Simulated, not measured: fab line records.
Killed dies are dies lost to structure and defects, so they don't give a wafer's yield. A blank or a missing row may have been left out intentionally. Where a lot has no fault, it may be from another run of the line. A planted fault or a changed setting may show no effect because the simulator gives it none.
fab line records ; flow n5Finfet
record lots=6; wafers=18; lastDay=19
route steps=1938 shown BEOL_M10@1497 PASSIVATION@1936
lots that met no fault: taken from a fault-free run of the same line
startH: the number of hours between the record's first day and the start of the first shown wafer of the lot ; waitH: hours elapsed since this lot's preceding step ; " repeats the value in the row above ; L1.1+2: several wafers, shown together as one row ; - value missing, or start not given ; * or withheld: withheld ; < > ~ a bound
route shown NAME@n: NAME is a module with steps in the file, n the number in the route of the first one ; usual: mean/standard deviation taken from wafers without a fault ; same: alike in all rows ; chamber/n: place in a boat ; sites: readings site by site ; _std_site: the values' standard deviation ; _edge_site: the outer-site mean with the inner-site mean subtracted ; radiusMm: for every site, how far away it sits from the centre of the wafer ; mask NAME#n: copy n ; behind: the last tool/chamber to shape the wafer ; hold: the reason the lot was held/the length of the hold in hours/how it ended ; device: the n, p or np transistor that did not switch ; end of line: at the end of the route, the tests of the same wafers ; a step without rows: its recipe alone ; killed: the dies lost at the first sort to structure and to defects; this is not the yield of the wafer ; map: dies across one wafer; x = killed, . = not, _ = none there
set.NAME: the setting the step ran with; set.NAME@STEP: the setting that earlier step ran with ; model.NAME: the simulator's own value behind a step, which no gauge read
lots seen at some steps along the route; tables by step, rows by wafer
services: the hour from which a tool's chamber was out of use, counted from the record's first day as startH (under 0 if before that day), plus the number of hours and why
## steps
# step N5_BEOL_M10_EBR_24
# recipe solvent=PGMEA; ebrWidthMm=1.5
# step N5_BEOL_M10_SOFTBAKE_23
# recipe tempC=110; timeS=60; resist=CAR-ArF
# step N5_BEOL_M10_EXPOSE_25
# recipe maskId=V9; na=1.35; sourceShape=annular; sigmaInner=0.5; sigmaOuter=0.8; polarization=unpolarized; doseMj=85.5
# step N5_BEOL_M10_PEB_26
# recipe pebTempC=withheld; pebTimeS=60; resist=CAR-ArF
# step N5_BEOL_M10_DEVELOP_27
# recipe developTimeS=30; developer=TMAH; resist=CAR-ArF; rinseLiquid=diw; dry=airSpin; devTempC=23
# step N5_BEOL_M10_CD_MEAS_28
# recipe targetCdNm=70; landingEnergyEv=500; detector=seInlens; polarity=opening
# usual cdNm=69.5/1.3
lot.wafer;tool;chamber;startH;waitH;cdNm
L856.4;cdSem-03;0;253.95;-;71.1
L856.5;cdSem-03;0;253.95;-;71.3
L856.6;cdSem-03;0;253.95;-;71.9
L853.1;cdSem-02;0;257.62;-;69.2
L853.2;cdSem-02;0;257.62;-;70.4
L853.4;cdSem-02;0;257.62;-;69.9
L863.2;cdSem-01;0;323.38;-;66.3
L863.4;cdSem-01;0;323.38;-;67.0
L863.5;cdSem-01;0;323.38;-;68.5
L865.4;cdSem-03;0;326.18;-;70.1
L865.5;cdSem-03;0;326.18;-;68.5
L865.6;cdSem-03;0;326.18;-;69.9
L874.3;cdSem-01;0;388.50;-;69.8
L874.5;cdSem-01;0;388.50;-;70.5
L874.6;cdSem-01;0;388.50;-;69.5
L875.1;cdSem-02;0;390.62;-;72.2
L875.3;cdSem-02;0;390.62;-;69.9
L875.4;cdSem-02;0;390.62;-;70.9
# step N5_BEOL_M10_OVL_MEAS_29
# recipe pointsPerWafer=44
# usual V9_OVL=0.5/0.69
lot.wafer;tool;chamber;startH;waitH;V9_OVL[nm]
L856.4;overlay-02;0;253.98;0.0;2.4
L856.5;overlay-02;0;253.98;0.0;0.6
L856.6;overlay-02;0;253.98;0.0;1.0
L853.1;overlay-02;0;257.65;0.0;1.0
L853.2;overlay-02;0;257.65;0.0;0.7
L853.4;overlay-02;0;257.65;0.0;1.0
L863.2;overlay-02;0;323.41;0.0;-0.1
L863.4;overlay-02;0;323.41;0.0;-0.2
L863.5;overlay-02;0;323.41;0.0;-0.5
L865.4;overlay-01;0;326.21;0.0;0.4
L865.5;overlay-01;0;326.21;0.0;-0.1
L865.6;overlay-01;0;326.21;0.0;1.2
L874.3;overlay-01;0;388.53;0.0;0.6
L874.5;overlay-01;0;388.53;0.0;0.7
L874.6;overlay-01;0;388.53;0.0;0.4
L875.1;overlay-02;0;390.65;0.0;-0.5
L875.3;overlay-02;0;390.65;0.0;-0.4
L875.4;overlay-02;0;390.65;0.0;0.3
# step N5_BEOL_M10_INSPECT_30
# recipe mode=adi; inspectInstrument=brightfield
# usual rawDefectCount=415/85
lot.wafer;tool;chamber;startH;waitH;rawDefectCount
L856.4;defectInspect-02;-;254.00;0.0;306
L856.5;defectInspect-02;-;254.00;0.0;471
L856.6;defectInspect-02;-;254.00;0.0;304
L853.1;defectInspect-02;-;257.67;0.0;434
L853.2;defectInspect-02;-;257.67;0.0;344
L853.4;defectInspect-02;-;257.67;0.0;468
L863.2;defectInspect-02;-;323.43;0.0;482
L863.4;defectInspect-02;-;323.43;0.0;421
L863.5;defectInspect-02;-;323.43;0.0;511
L865.4;defectInspect-02;-;326.23;0.0;400
L865.5;defectInspect-02;-;326.23;0.0;411
L865.6;defectInspect-02;-;326.23;0.0;368
L874.3;defectInspect-01;-;388.55;0.0;354
L874.5;defectInspect-01;-;388.55;0.0;368
L874.6;defectInspect-01;-;388.55;0.0;417
L875.1;defectInspect-02;-;390.68;0.0;597
L875.3;defectInspect-02;-;390.68;0.0;391
L875.4;defectInspect-02;-;390.68;0.0;571
# step N5_BEOL_M10_DESCUM_33
# recipe chemistry=O2; timeS=7.9; sourcePowerW=50; biasPowerW=20; pressureMtorr=20; rfFrequencyHz=2.712e+07; tempC=40; resist=CAR-ArF; o2FlowSccm=225
# usual drypumpMotorCurrentA=5.7/0.4; oesProductAu=0.81/0.082; rfVppV=243.4/1.3; showerheadPlenumPTorr=2.11/0.069; throttleValvePct=20.48/0.22
lot.wafer;tool;chamber;startH;waitH;drypumpMotorCurrentA;oesProductAu;rfHoursCounterH;rfVppV;showerheadPlenumPTorr;throttleValvePct
L856.4;rieDiel-02;3;254.03;0.0;5.7;0.69;227;241.2;1.99;20.82
L856.5;rieDiel-02;2;254.03;0.0;5.5;0.78;-;245.7;2.18;20.40
L856.6;rieDiel-02;3;254.03;0.0;5.7;0.68;-;240.3;1.99;20.83
L853.1;rieDiel-03;2;257.90;0.2;5.2;0.86;45;243.7;2.11;20.00
L853.2;rieDiel-03;1;257.90;0.2;5.4;0.98;4;244.3;2.15;20.41
L853.4;rieDiel-03;0;257.90;0.2;5.5;0.69;204;244.2;2.08;20.75
L863.2;rieDiel-02;1;323.91;0.5;5.4;0.80;98;243.9;2.13;20.34
L863.4;rieDiel-02;0;323.91;0.5;6.2;0.82;-;244.8;2.22;20.55
L863.5;rieDiel-02;1;323.91;0.5;5.4;0.80;-;244.8;2.13;20.34
L865.4;rieDiel-02;0;326.28;0.0;6.2;0.83;-;245.2;2.22;20.56
L865.5;rieDiel-02;1;326.28;0.0;5.4;0.80;-;243.9;2.13;20.36
L865.6;rieDiel-02;2;326.28;0.0;5.5;0.76;-;245.1;2.17;20.44
L874.3;rieDiel-05;2;388.59;0.0;6.6;0.79;122;240.3;2.04;20.80
L874.5;rieDiel-05;3;388.59;0.0;5.4;0.93;-;245.5;2.16;20.41
L874.6;rieDiel-05;0;388.59;0.0;5.7;0.95;-;243.7;2.13;20.17
L875.1;rieDiel-03;3;390.99;0.3;5.9;0.82;79;243.3;2.12;20.62
L875.3;rieDiel-03;1;390.99;0.3;5.5;0.86;55;244.1;2.13;20.49
L875.4;rieDiel-03;3;390.99;0.3;5.9;0.82;-;242.4;2.11;20.62
# step N5_BEOL_M10_ETCH_65
# recipe chemistry=CF4; target=SiARC; targetDepthA=390; maskMaterial=CAR-ArF; timeS=65; ionEnergyEv=80; pressureMtorr=40; sourceW=545; biasW=36; Ar_flow_sccm=100; cf4FlowSccm=100; ends=cleared
# usual biasW=36.00/0.11; drypumpMotorCurrentA=5.7/0.4; etchRfOnTimeS=64.0/2.1; oesProductAu=0.69/0.066; rfVppV=184.3/1.1; showerheadPlenumPTorr=2.15/0.06; throttleValvePct=15.60/0.18
lot.wafer;tool;chamber;startH;waitH;biasW;drypumpMotorCurrentA;etchRfOnTimeS;oesProductAu;rfHoursCounterH;rfVppV;showerheadPlenumPTorr;throttleValvePct
L856.4;rieDiel-02;3;254.07;0.0;36.05;5.6;65.4;0.59;227;182.2;2.03;15.88
L856.5;rieDiel-02;2;254.07;0.0;36.00;5.5;62.6;0.68;-;185.3;2.21;15.52
L856.6;rieDiel-02;3;254.07;0.0;35.92;5.6;65.3;0.58;-;181.8;2.03;15.89
L853.1;rieDiel-03;2;257.94;0.0;36.23;5.2;62.2;0.74;45;184.1;2.18;15.38
L853.2;rieDiel-03;1;257.94;0.0;35.86;5.5;65.4;0.82;4;185.3;2.20;15.53
L853.4;rieDiel-03;0;257.94;0.0;36.13;5.5;65.6;0.59;204;183.9;2.12;15.81
L863.2;rieDiel-02;1;323.94;0.0;36.04;5.4;60.5;0.70;98;181.9;2.16;15.40
L863.4;rieDiel-02;0;323.94;0.0;36.16;6.2;62.3;0.70;-;186.9;2.22;15.44
L863.5;rieDiel-02;1;323.94;0.0;35.93;5.4;60.5;0.71;-;184.3;2.16;15.41
L865.4;rieDiel-02;0;326.33;0.0;35.94;6.3;63.1;0.70;-;185.1;2.22;15.43
L865.5;rieDiel-02;1;326.33;0.0;36.01;5.4;61.2;0.70;-;184.7;2.16;15.41
L865.6;rieDiel-02;2;326.33;0.0;36.03;5.5;62.5;0.66;-;184.3;2.20;15.56
L874.3;rieDiel-05;2;388.62;0.0;35.85;6.6;65.5;0.67;122;182.7;2.07;15.82
L874.5;rieDiel-05;3;388.62;0.0;35.91;5.4;65.0;0.77;-;183.7;2.21;15.59
L874.6;rieDiel-05;0;388.62;0.0;36.01;5.6;61.6;0.85;-;184.1;2.17;15.21
L875.1;rieDiel-03;3;391.02;0.0;35.89;5.9;66.2;0.69;79;185.3;2.17;15.73
L875.3;rieDiel-03;1;391.02;0.0;36.08;5.4;65.9;0.72;55;184.6;2.18;15.63
L875.4;rieDiel-03;3;391.02;0.0;35.88;5.9;66.8;0.68;-;184.3;2.17;15.75
# step N5_BEOL_M10_ETCH_66
# recipe chemistry=N2/H2; target=SOC; targetDepthA=1200; overetchA=240; maskMaterial=SiARC; tempC=40; timeS=180; ionEnergyEv=200; pressureMtorr=30; sourceW=840; biasW=150; n2FlowSccm=200; h2FlowSccm=200
# usual biasW=150.0/0.46; drypumpMotorCurrentA=5.7/0.4; oesProductAu=0.65/0.06; rfVppV=524.6/2.4; showerheadPlenumPTorr=2.57/0.08; throttleValvePct=17.85/0.2
lot.wafer;tool;chamber;startH;waitH;biasW;drypumpMotorCurrentA;oesProductAu;rfHoursCounterH;rfVppV;showerheadPlenumPTorr;throttleValvePct
L856.4;rieDiel-02;3;254.12;0.0;150.0;5.6;0.56;227;519.5;2.42;18.34
L856.5;rieDiel-02;2;254.12;0.0;150.6;5.5;0.63;-;525.6;2.66;17.90
L856.6;rieDiel-02;3;254.12;0.0;149.3;5.6;0.56;-;521.4;2.42;18.34
L853.1;rieDiel-03;2;257.99;0.0;149.7;5.2;0.69;45;526.0;2.59;17.51
L853.2;rieDiel-03;1;257.99;0.0;150.5;5.5;0.77;4;525.0;2.61;17.77
L853.4;rieDiel-03;0;257.99;0.0;150.2;5.5;0.57;204;523.5;2.51;18.04
L863.2;rieDiel-02;1;323.99;0.0;150.1;5.4;0.64;98;524.8;2.57;17.65
L863.4;rieDiel-02;0;323.99;0.0;150.0;6.3;0.65;-;526.5;2.66;17.60
L863.5;rieDiel-02;1;323.99;0.0;150.6;5.4;0.64;-;524.5;2.57;17.67
L865.4;rieDiel-02;0;326.41;0.1;149.5;6.3;0.66;-;527.7;2.66;17.60
L865.5;rieDiel-02;1;326.41;0.1;149.1;5.4;0.64;-;524.5;2.57;17.66
L865.6;rieDiel-02;2;326.41;0.1;150.3;5.5;0.61;-;527.4;2.64;17.96
L874.3;rieDiel-05;2;388.67;0.0;150.3;6.6;0.63;122;519.7;2.45;17.99
L874.5;rieDiel-05;3;388.67;0.0;149.7;5.4;0.73;-;525.5;2.61;17.68
L874.6;rieDiel-05;0;388.67;0.0;149.0;5.7;0.78;-;525.6;2.62;17.70
L875.1;rieDiel-03;3;391.07;0.0;149.6;5.9;0.66;79;522.8;2.57;17.94
L875.3;rieDiel-03;1;391.07;0.0;150.3;5.5;0.68;55;525.7;2.59;17.84
L875.4;rieDiel-03;3;391.07;0.0;150.4;5.9;0.66;-;524.0;2.57;17.95
# step N5_BEOL_M10_STRIP_69
# recipe chemistry=N2/H2; tempC=40; n2FlowSccm=200; h2FlowSccm=200; rfFrequencyHz=6e+07
# step N5_BEOL_M10_VIA_ETCH_34
# recipe chemistry=C4F6/O2; target=SiCOH_lowk; targetDepthA=1845; maskMaterial=SOC; taperDeg=4; timeS=69.2; ionEnergyEv=250; pressureMtorr=30; sourceW=345; biasW=185; Ar_flow_sccm=300; C4F6_flow_sccm=10; O2_flow_sccm=10
# usual biasW=185.0/0.48; drypumpMotorCurrentA=5.7/0.4; oesProductAu=0.81/0.078; rfVppV=672/19; showerheadPlenumPTorr=2.87/0.079; throttleValvePct=20.91/0.22
lot.wafer;tool;chamber;startH;waitH;biasW;drypumpMotorCurrentA;oesProductAu;rfHoursCounterH;rfVppV;showerheadPlenumPTorr;throttleValvePct;model.etch.depthNm
L856.4;rieDiel-02;3;254.24;0.0;185.5;5.7;0.69;227;680;2.71;21.27;182.5
L856.5;rieDiel-02;2;254.24;0.0;184.1;5.5;0.79;-;648;2.95;20.85;191.7
L856.6;rieDiel-02;3;254.24;0.0;185.3;5.6;0.69;-;681;2.71;21.27;182.7
L853.1;rieDiel-03;2;258.11;0.0;184.6;5.2;0.86;45;649;2.90;20.69;187.2
L853.2;rieDiel-03;1;258.11;0.0;186.3;5.5;0.95;4;688;2.92;20.87;181.7
L853.4;rieDiel-03;0;258.11;0.0;184.6;5.4;0.70;204;717;2.84;21.26;183.2
L863.2;rieDiel-02;1;324.12;0.0;185.4;5.4;0.81;98;667;2.86;20.61;190.8
L863.4;rieDiel-02;0;324.12;0.0;152.6;6.3;0.80;-;577;2.95;20.66;179.9
L863.5;rieDiel-02;1;324.12;0.0;185.1;5.4;0.80;-;664;2.86;20.60;189.6
L865.4;rieDiel-02;0;326.50;0.0;153.0;6.3;0.80;-;577;2.95;20.66;181.1
L865.5;rieDiel-02;1;326.50;0.0;185.1;5.4;0.82;-;665;2.85;20.61;191.5
L865.6;rieDiel-02;2;326.50;0.0;184.9;5.5;0.77;-;650;2.94;20.90;190.5
L874.3;rieDiel-05;2;388.80;0.0;183.9;6.6;0.77;122;662;2.75;21.15;182.5
L874.5;rieDiel-05;3;388.80;0.0;184.7;5.4;0.92;-;703;2.94;20.92;187
L874.6;rieDiel-05;0;388.80;0.0;184.7;5.6;0.98;-;655;2.89;20.57;188.6
L875.1;rieDiel-03;3;391.20;0.0;185.6;5.9;0.81;79;683;2.88;21.14;182.3
L875.3;rieDiel-03;1;391.20;0.0;184.8;5.4;0.84;55;685;2.90;20.94;181.2
L875.4;rieDiel-03;3;391.20;0.0;184.8;5.9;0.81;-;682;2.88;21.14;182
# step N5_BEOL_M10_STRIP_73
# recipe chemistry=C4F6/O2; resist=SiARC; rfFrequencyHz=6e+07
# step N5_PASSIVATION_PROBE_49
# usual defectLimitedYield=91.0/1.4; killed_at_M0_to_M3=34/10; killed_at_M4_up=15/5.5; killedAtContacts=12/6.1; killedAtFrontEnd=41/12; killedAtOther=4/3.4; killedDies=106/17; killedOpen=70/13; killedShort=34/7.4; sort_bin_4_leakage=0.01/0.065; sort_bin_5_function=5.3/1; sort_bin_6_memory=3.4/0.69; sort_bin_8_speed=0.03/0.22; sortNPass=1073/17; sortYieldPct=91.0/1.4
# same grossDies=1180; killedAtBackSide=0
lot.wafer;tool;chamber;startH;waitH;defectLimitedYield[%];killed_at_M0_to_M3;killed_at_M4_up;killedAtContacts;killedAtFrontEnd;killedAtOther;killedDies;killedOpen;killedShort;sort_bin_4_leakage[%];sort_bin_5_function[%];sort_bin_6_memory[%];sort_bin_8_speed[%];sortNPass;sortYieldPct[%]
L856.4;prober-02;-;305.12;0.2;92.5;41;8;5;28;6;88;58;29;0;4.2;2.8;0;1092;92.5
# killed by level:class
L856.4 BEOL_M0_SAQP:geometricParticle:open=10 BEOL_M0_SAQP:geometricParticle:short=7 STI_FIN_REVEAL:geometricParticle:open=6 BEOL_M2:geometricParticle:open=6 BEOL_M3:geometricParticle:open=6 FIN_SAQP:geometricParticle:open=4 GATE_CUT:geometricParticle:open=4 MOL_CONTACT_COAG:geometricParticle:open=4
## services
tool;chamber;startH;hours;kind
rieDiel-03;-;232.52;14.6;pm
rieDiel-02;1;243.33;2.4;repair
rieDiel-03;-;251.20;0.3;repair
rieDiel-05;3;293.58;5.8;repair
rieDiel-03;-;299.69;0.3;repair
rieDiel-05;3;316.44;-;clean
rieDiel-05;3;316.44;-;consumableReplace:focusRing
rieDiel-05;3;316.44;19.1;scheduledDown
rieDiel-05;3;316.44;19.1;ventCycle
rieDiel-02;3;318.66;-;clean
rieDiel-02;3;318.66;-;consumableReplace:focusRing
rieDiel-02;3;318.66;-;consumableReplace:showerhead
rieDiel-02;3;318.66;21.9;scheduledDown
rieDiel-02;3;318.66;21.9;ventCycle
rieDiel-05;0;335.62;-;clean
rieDiel-05;0;335.62;-;consumableReplace:focusRing
rieDiel-05;0;335.62;25.1;scheduledDown
rieDiel-05;0;335.62;25.1;ventCycle
rieDiel-02;2;340.01;10.3;repair
rieDiel-05;3;359.97;5.1;repair
rieDiel-03;0;385.85;-;clean
rieDiel-03;0;385.85;-;consumableReplace:focusRing
rieDiel-03;0;385.85;22.0;scheduledDown
rieDiel-03;0;385.85;22.0;ventCycle
## key
firstSign step=N5_BEOL_M10_VIA_ETCH_34; reading=biasW; direction=down; sigmas=67; usual=*; struck=*
effect step=N5_BEOL_M10_VIA_ETCH_34; reading=rfVppV; direction=down; sigmas=5; usual=672; struck=577
modelEffect step=N5_BEOL_M10_VIA_ETCH_34; value=etch.depthNm; without=191.9; struck=180.5
metAt N5_BEOL_M10_VIA_ETCH_34
struckWafers L863.4,L865.4
fault kind=processParameterDrift; tool=rieDiel-02; chamber=0; onsetH=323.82; steps=N5_BEOL_M10_VIA_ETCH_34; channel=biasW; offset=*; shape=step; endH=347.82; actsIn=*; stated=*
